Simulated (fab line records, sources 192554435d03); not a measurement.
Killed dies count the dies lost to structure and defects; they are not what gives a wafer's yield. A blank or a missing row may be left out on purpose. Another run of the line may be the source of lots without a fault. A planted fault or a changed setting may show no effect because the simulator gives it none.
Which of the tools did it?	flow n5 finfet	24 lots with 72 wafers sampled at 6 steps, on a route of 1938 steps

== WHAT EACH GAUGE READ, for each wafer ==
N5_BEOL_M0_CUTY_OVL_MEAS_58.
lot	measured	on	M0_ABLK_OVL (nm)
L074	day 5 15:37	overlay-02	-0.5 -0.5 -0.7
L075	day 6 02:10	overlay-02	0.0 0.2 0.1
L076	day 6 04:07	overlay-01	-0.3 0.7 -0.5
L077	day 6 12:11	overlay-01	-0.4 -0.3 0.1
L078	day 6 16:31	overlay-02	-1.1 -1.6 -0.2
L079	day 6 23:10	overlay-02	0.7 1.7 0.9
L080	day 7 06:38	overlay-02	-0.5 -0.2 -0.4
L081	day 7 13:34	overlay-01	0.5 0.3 -1.0
L082	day 7 16:18	overlay-02	1.1 0.2 0.1
L083	day 7 19:16	overlay-01	-0.7 -0.9 -1.1
L084	day 8 10:22	overlay-02	-0.9 -0.4 0.4
L085	day 8 14:25	overlay-02	-0.2 -0.8 -0.2
L087	day 10 00:08	overlay-02	-0.2 0.3 -0.8
L086	day 10 06:57	overlay-01	-0.5 0.4 -0.1
L089	day 10 08:06	overlay-01	-0.1 1.4 1.5
L090	day 10 08:16	overlay-02	0.0 -0.8 -1.5
L088	day 10 09:06	overlay-01	0.1 -1.4 -0.5
L093	day 11 06:49	overlay-01	-0.4 -0.2 0.2
L091	day 11 11:08	overlay-01	0.3 0.2 -0.1
L094	day 11 13:38	overlay-01	-0.3 -1.6 -0.5
L095	day 11 13:48	overlay-01	0.9 0.2 0.9
L092	day 11 14:49	overlay-02	-2.0 -1.8 -1.2
L096	day 11 15:19	overlay-01	0.5 -0.1 1.2
L097	day 12 03:07	overlay-02	0.7 -1.1 -0.4

N5_BEOL_M1_THK_MEAS_01.
lot	measured	on	M1_ILD_THK (nm)
L074	day 5 23:06	film metro-02	76.1 78.2 79.7
L075	day 6 08:39	film metro-02	79.5 76.5 79.6
L076	day 6 08:25	film metro-01	76.8 79.3 78.0
L077	day 6 18:38	film metro-02	77.4 79.8 78.1
L078	day 7 00:14	film metro-01	78.8 77.9 79.8
L079	day 7 04:46	film metro-01	77.8 78.6 77.8
L080	day 7 12:59	film metro-01	77.4 79.0 77.7
L081	day 7 20:02	film metro-01	80.5 81.5 80.2
L082	day 7 22:24	film metro-02	78.5 78.8 79.8
L083	day 8 08:32	film metro-01	77.3 78.7 78.6
L084	day 8 15:09	film metro-01	78.1 80.3 79.7
L085	day 8 18:49	film metro-01	77.5 79.9 78.3
L087	day 10 03:56	film metro-01	78.8 77.5 76.9
L086	day 10 10:54	film metro-02	78.5 78.0 77.2
L089	day 10 12:50	film metro-02	79.5 79.4 78.5
L090	day 10 16:40	film metro-01	78.1 79.6 78.1
L088	day 10 16:13	film metro-02	77.6 81.2 80.3
L093	day 11 13:16	film metro-02	78.2 79.2 79.4
L091	day 11 17:35	film metro-01	76.9 79.1 78.6
L094	day 11 18:11	film metro-02	77.5 78.7 79.1
L095	day 11 18:38	film metro-01	77.8 79.2 78.4
L092	day 11 19:13	film metro-02	79.2 78.3 79.0
L096	day 11 19:19	film metro-02	79.7 78.5 79.3
L097	day 12 07:40	film metro-01	78.2 78.0 76.6

== WHICH TOOL RAN EACH LOT (tool, then ch and the chambers of the sampled wafers, then the start) ==
lot	N5_BEOL_M0_DEGAS_112	N5_BEOL_M0_ALD_136	N5_BEOL_M0_SPUTTER_134	N5_BEOL_M1_ILD_DEP_00
L074	pvd sputter-01, day 5 18:55	ald metal-02 ch 0,1,2, day 5 19:08	pvd sputter-03, day 5 21:30	pecvd-04 ch 0,1,2, day 5 23:02
L075	pvd sputter-01, day 6 06:06	ald metal-02 ch 0,2,3, day 6 06:20	pvd sputter-02, day 6 07:16	pecvd-04 ch 0,1,2, day 6 08:35
L076	pvd sputter-01, day 6 05:52	ald metal-03 ch 1,2, day 6 05:59	pvd sputter-01, day 6 06:44	pecvd-04 ch 0,1,2, day 6 08:20
L077	pvd sputter-03, day 6 16:22	ald metal-02 ch 0,1,3, day 6 16:29	pvd sputter-01, day 6 17:20	pecvd-02 ch 0,1, day 6 18:34
L078	pvd sputter-01, day 6 21:23	ald metal-02 ch 0,2,3, day 6 21:29	pvd sputter-03, day 6 22:12	pecvd-02 ch 0,1, day 7 00:10
L079	pvd sputter-03, day 7 00:52	ald metal-01 ch 0,2,3, day 7 01:06	pvd sputter-01, day 7 03:20	pecvd-04 ch 0,1,2, day 7 04:41
L080	pvd sputter-01, day 7 09:17	ald metal-03 ch 1,3, day 7 09:23	pvd sputter-03, day 7 11:35	pecvd-03 ch 1,2, day 7 12:55
L081	pvd sputter-02, day 7 17:42	ald metal-03 ch 0,1, day 7 17:48	pvd sputter-01, day 7 18:44	pecvd-02 ch 0,1,2, day 7 19:58
L082	pvd sputter-02, day 7 18:00	ald metal-01 ch 0,2,3, day 7 18:06	pvd sputter-01, day 7 21:05	pecvd-04 ch 0,2, day 7 22:20
L083	pvd sputter-03, day 8 06:20	ald metal-02 ch 0,2,3, day 8 06:28	pvd sputter-01, day 8 07:10	pecvd-03 ch 0,2, day 8 08:28
L084	pvd sputter-03, day 8 13:01	ald metal-02 ch 0,3, day 8 13:08	pvd sputter-01, day 8 13:50	pecvd-02 ch 0,2, day 8 15:05
L085	pvd sputter-02, day 8 16:13	ald metal-01 ch 0,1,3, day 8 16:19	pvd sputter-01, day 8 17:16	pecvd-04 ch 0,1, day 8 18:46
L087	pvd sputter-02, day 10 01:55	ald metal-02 ch 1,2,3, day 10 02:01	pvd sputter-02, day 10 02:39	pecvd-04 ch 0,1,2, day 10 03:53
L086	pvd sputter-03, day 10 08:36	ald metal-02 ch 0,2, day 10 08:42	pvd sputter-02, day 10 09:34	pecvd-03 ch 0,1, day 10 10:50
L089	pvd sputter-02, day 10 09:48	ald metal-02 ch 0,1,3, day 10 09:58	pvd sputter-03, day 10 11:29	pecvd-02 ch 0,1,2, day 10 12:46
L090	pvd sputter-02, day 10 13:24	ald metal-02 ch 0,2,3, day 10 13:30	pvd sputter-02, day 10 14:17	pecvd-04 ch 0,1,2, day 10 16:37
L088	pvd sputter-02, day 10 12:24	ald metal-03 ch 1,3, day 10 12:30	pvd sputter-01, day 10 13:15	pecvd-04 ch 0,1,2, day 10 16:09
L093	pvd sputter-02, day 11 10:46	ald metal-02 ch 0,2,3, day 11 10:52	pvd sputter-03, day 11 11:30	pecvd-04 ch 0,2, day 11 13:12
L091	pvd sputter-02, day 11 13:53	ald metal-02 ch 1,2,3, day 11 13:59	pvd sputter-02, day 11 14:40	pecvd-03 ch 0,1, day 11 17:30
L094	pvd sputter-02, day 11 15:47	ald metal-02 ch 0,2, day 11 15:53	pvd sputter-03, day 11 16:34	pecvd-03 ch 0,1, day 11 18:05
L095	pvd sputter-03, day 11 15:52	ald metal-03 ch 0,1,3, day 11 15:58	pvd sputter-02, day 11 16:50	pecvd-03 ch 0,1, day 11 18:33
L092	pvd sputter-01, day 11 16:55	ald metal-02 ch 0,2,3, day 11 17:02	pvd sputter-01, day 11 17:46	pecvd-02 ch 0,1,2, day 11 19:10
L096	pvd sputter-02, day 11 17:07	ald metal-03 ch 1,2,3, day 11 17:13	pvd sputter-02, day 11 18:01	pecvd-02 ch 0,1,2, day 11 19:15
L097	pvd sputter-03, day 12 05:22	ald metal-03 ch 0,1,2, day 12 05:28	pvd sputter-02, day 12 06:22	pecvd-04 ch 0,1,2, day 12 07:36
- N5_BEOL_M0_DEGAS_112: time 60 s.
- N5_BEOL_M0_ALD_136: deposits TaN, pulse time 2 s, purge time 3 s, co reactant purge time 2 s.
- N5_BEOL_M0_SPUTTER_134: material Cu, target thk 4 nm, time 7.37 s.
- N5_BEOL_M1_ILD_DEP_00: deposits SiOC from DEMS/O2, target thk 79 nm, time 15.3 s.

== WHAT THE TOOLS THEMSELVES READ (means of the sampled wafers that have a number; where no wafer has one, the mark that the record gives instead) ==
N5_BEOL_M0_DEGAS_112.
lot	tool	heater power w (W)
L074	pvd sputter-01	356
L075	pvd sputter-01	333
L076	pvd sputter-01	311
L077	pvd sputter-03	327
L078	pvd sputter-01	351
L079	pvd sputter-03	334
L080	pvd sputter-01	354
L081	pvd sputter-02	331
L082	pvd sputter-02	342
L083	pvd sputter-03	337
L084	pvd sputter-03	336
L085	pvd sputter-02	326
L087	pvd sputter-02	331
L086	pvd sputter-03	329
L089	pvd sputter-02	338
L090	pvd sputter-02	342
L088	pvd sputter-02	337
L093	pvd sputter-02	326
L091	pvd sputter-02	323
L094	pvd sputter-02	318
L095	pvd sputter-03	325
L092	pvd sputter-01	331
L096	pvd sputter-02	326
L097	pvd sputter-03	324

N5_BEOL_M0_ALD_136.
lot	tool	heater power w (W)
L074	ald metal-02	435
L075	ald metal-02	430
L076	ald metal-03	426
L077	ald metal-02	450
L078	ald metal-02	426
L079	ald metal-01	433
L080	ald metal-03	417
L081	ald metal-03	406
L082	ald metal-01	425
L083	ald metal-02	436
L084	ald metal-02	472
L085	ald metal-01	405
L087	ald metal-02	385
L086	ald metal-02	424
L089	ald metal-02	440
L090	ald metal-02	439
L088	ald metal-03	414
L093	ald metal-02	433
L091	ald metal-02	396
L094	ald metal-02	420
L095	ald metal-03	408
L092	ald metal-02	421
L096	ald metal-03	426
L097	ald metal-03	405

N5_BEOL_M0_SPUTTER_134.
lot	tool	chuck gas flow sccm (sccm)	throttle valve pct (%)
L074	pvd sputter-03	1.27	31.2
L075	pvd sputter-02	1.27	28.9
L076	pvd sputter-01	1.30	30.7
L077	pvd sputter-01	1.30	30.4
L078	pvd sputter-03	1.24	30.9
L079	pvd sputter-01	1.27	31.3
L080	pvd sputter-03	1.24	31.5
L081	pvd sputter-01	1.29	30.7
L082	pvd sputter-01	1.22	31.4
L083	pvd sputter-01	1.28	30.7
L084	pvd sputter-01	1.30	30.7
L085	pvd sputter-01	1.22	30.7
L087	pvd sputter-02	1.24	29.0
L086	pvd sputter-02	1.29	29.1
L089	pvd sputter-03	1.29	31.0
L090	pvd sputter-02	1.24	29.2
L088	pvd sputter-01	1.26	31.0
L093	pvd sputter-03	1.30	30.3
L091	pvd sputter-02	1.22	29.3
L094	pvd sputter-03	1.24	30.8
L095	pvd sputter-02	1.25	29.0
L092	pvd sputter-01	1.33	31.2
L096	pvd sputter-02	1.31	29.0
L097	pvd sputter-02	1.27	29.2

N5_BEOL_M1_ILD_DEP_00.
lot	tool	heater power w (W)	showerhead plenum p Torr (Torr)	throttle valve pct (%)
L074	pecvd-04	585	5.692	12.6
L075	pecvd-04	521	5.685	12.5
L076	pecvd-04	576	5.690	12.5
L077	pecvd-02	501	5.704	12.3
L078	pecvd-02	424	5.702	12.3
L079	pecvd-04	585	5.689	12.6
L080	pecvd-03	466	5.703	11.8
L081	pecvd-02	421	5.701	12.0
L082	pecvd-04	613	5.683	12.9
L083	pecvd-03	418	5.706	11.9
L084	pecvd-02	429	5.706	11.7
L085	pecvd-04	563	5.688	12.9
L087	pecvd-04	555	5.689	12.6
L086	pecvd-03	448	5.699	11.6
L089	pecvd-02	447	5.697	12.0
L090	pecvd-04	568	5.690	12.6
L088	pecvd-04	591	5.699	12.6
L093	pecvd-04	640	5.673	12.9
L091	pecvd-03	428	5.701	11.8
L094	pecvd-03	456	5.713	11.6
L095	pecvd-03	455	5.701	11.7
L092	pecvd-02	468	5.688	12.1
L096	pecvd-02	444	5.706	11.9
L097	pecvd-04	579	5.698	12.5

== THE ANSWER, worked out from the rows above alone ==
Rule: the usual values come from the lots themselves. The widest of any qualifying gaps counts: lots, ordered by their means at a reading, are off when they make up no more than a third of the lots, leave a main group of 4 or more, and stand apart from it by 3 or more times the standard deviation of that group's means. If all means in a main group match to the digits the tables above print for the reading, that group is not used. A lot without any number at a reading at which 4 lots or more have one is off too. Where the step has rows for the other lots, those lots are counted as sound. The gauges are gone through in route order, then the tools' own readings, and for those a lot's mean is taken as printed above. At the first step where some lot is off, the reading lying furthest off is the one used; lots without a number count as furthest.
None of the lots is off at any reading shown; this tells nothing.

== WHAT THE SIMULATOR HAD PUT IN ==
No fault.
